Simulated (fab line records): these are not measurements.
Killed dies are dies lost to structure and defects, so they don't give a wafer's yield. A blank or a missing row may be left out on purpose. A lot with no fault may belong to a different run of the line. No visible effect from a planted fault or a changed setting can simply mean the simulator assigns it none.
A lot that was struck, set against a sound lot ; flow n5-finfet ; 37 steps out of a route of 1938
Sound: these wafers, L390.3, L390.4, L390.6. Struck: wafer L381.5. (L381.2, L381.3 of the same lot were not struck and are left out.) The cause comes at the end.
Order at every step that has rows: each side's tool, ch and its chambers, its first start. Under that, the readings that differ: sound wafers ; struck wafers ; difference of the means ; sigmas: that difference in standard deviations of wafers without a fault.
alike: words and numbers the same on both sides, and readings whose means are apart by under 2 such deviations; not compared: readings that were withheld, readings missing a value for some wafer, numbers with overlapping values and no deviation given by the record, and bounds like >300 which may hide the same value.
Wherever a step has rows on one side only, a row that says differs or no value, or a row with sigmas, the two part there. When numbers do not overlap yet have no deviation, they are printed without sigmas and do not part them. A reading that every wafer of one side lacks parts them only if that side has two wafers or more.

first, 10 steps without rows for these wafers: N5_PASSIVATION_DESCUM_12 (chemistry O2, time 7.9 s); N5_PASSIVATION_PASS_ETCH_74 (etches SiNx in CF4/O2, target depth 220 nm, time 110 s); N5_PASSIVATION_VIA_ETCH_13 (etches SiO2 in CHF3/O2, target depth 660 nm, time 330 s); N5_PASSIVATION_STRIP_14 (strips in O2); N5_PASSIVATION_ETCH_15 (etches SiCN in CF4/N2, target depth 75 nm, time 81.2 s); N5_PASSIVATION_STRIP_73 (strips in post etch residue remover, time 60 s); N5_PASSIVATION_SRD_17 (time 30 s, dry time 30 s); N5_PASSIVATION_DEGAS_18 (time 60 s); N5_PASSIVATION_PRE_CLEAN_19; N5_PASSIVATION_SPUTTER_20 (material TaN, target thk 50 nm).
N5_PASSIVATION_AL_DEP_21: deposits Al, target thk 2800 nm, time 170 s.
  sound on pvd-sputter-01 at day 20 06:55; struck on pvd-sputter-01 at day 17 08:07
reading;sound;struck;difference;sigmas
model.Al_of_PASSIVATION_AL_DEP_21.thk-nm (nm);2786 2792 2749;1583;-1193;
  alike: throttle-valve-pct
then, 9 steps without rows for these wafers: N5_PASSIVATION_HMDS_23 (time 60 s); N5_PASSIVATION_COAT_24; N5_PASSIVATION_EBR_26; N5_PASSIVATION_SOFTBAKE_25 (time 90 s); N5_PASSIVATION_EXPOSE_27 (exposes mask PAD, defocus 0 nm); N5_PASSIVATION_PEB_28; N5_PASSIVATION_DEVELOP_29 (develop time 60 s); N5_PASSIVATION_HARDBAKE_31 (time 120 s); N5_PASSIVATION_DESCUM_32 (chemistry O2, time 7.9 s).
N5_PASSIVATION_AL_ETCH_33: etches Al in Cl2/BCl3, stops on TaN, target depth 2800 nm, time 466.7 s.
  sound on rie-metal-01 ch 0,1, day 20 07:42; struck on rie-metal-01 ch 1, day 17 08:46
reading;sound;struck;difference;sigmas
oes-product-au (a.u.);0.75 0.72 0.71;0.54;-0.19;-3
throttle-valve-pct (%);34.03 34.24 34.27;34.84;+0.66;+4
  alike: drypump-motor-current-A
  not compared: rf-hours-counter-h
then, 15 steps without rows for these wafers: N5_PASSIVATION_ETCH_59 (etches TaN in Cl2/BCl3, target depth 65 nm, time 34.9 s); N5_PASSIVATION_STRIP_34 (strips in O2); N5_PASSIVATION_STRIP_51 (strips in post etch residue remover, time 1200 s); N5_PASSIVATION_CLEAN_69 (cleans in IPA, time 180 s); N5_PASSIVATION_SRD_70 (time 30 s); N5_PASSIVATION_PECVD_53 (deposits SiO2 from TEOS/O2, target thk 800 nm, time 169.4 s); N5_PASSIVATION_PECVD_35 (deposits SiNx from SiH4/NH3/N2, target thk 700 nm, time 151.3 s); N5_PASSIVATION_HMDS_37 (time 60 s); N5_PASSIVATION_COAT_38; N5_PASSIVATION_EBR_40; N5_PASSIVATION_SOFTBAKE_39 (time 120 s); N5_PASSIVATION_EXPOSE_41 (exposes mask PASS OPEN, defocus 0 nm, target cd 40000 nm); N5_PASSIVATION_PEB_42; N5_PASSIVATION_DEVELOP_43 (develop time 60 s); N5_PASSIVATION_HARDBAKE_45 (time 120 s).
N5_PASSIVATION_STRIP_52: strips in post etch residue remover, time 1200 s.
  sound on wet-bench-04 ch 2,6,7, day 20 10:04; struck on wet-bench-04 ch 1, day 17 11:10
reading;sound;struck;difference;sigmas
model.Al_of_PASSIVATION_AL_DEP_21.thk-nm (nm);2771 2777 2734;1568;-1193;

## WHERE THEY PART
Only at N5_PASSIVATION_AL_ETCH_33, within this record.

WHY: what the simulator had put in
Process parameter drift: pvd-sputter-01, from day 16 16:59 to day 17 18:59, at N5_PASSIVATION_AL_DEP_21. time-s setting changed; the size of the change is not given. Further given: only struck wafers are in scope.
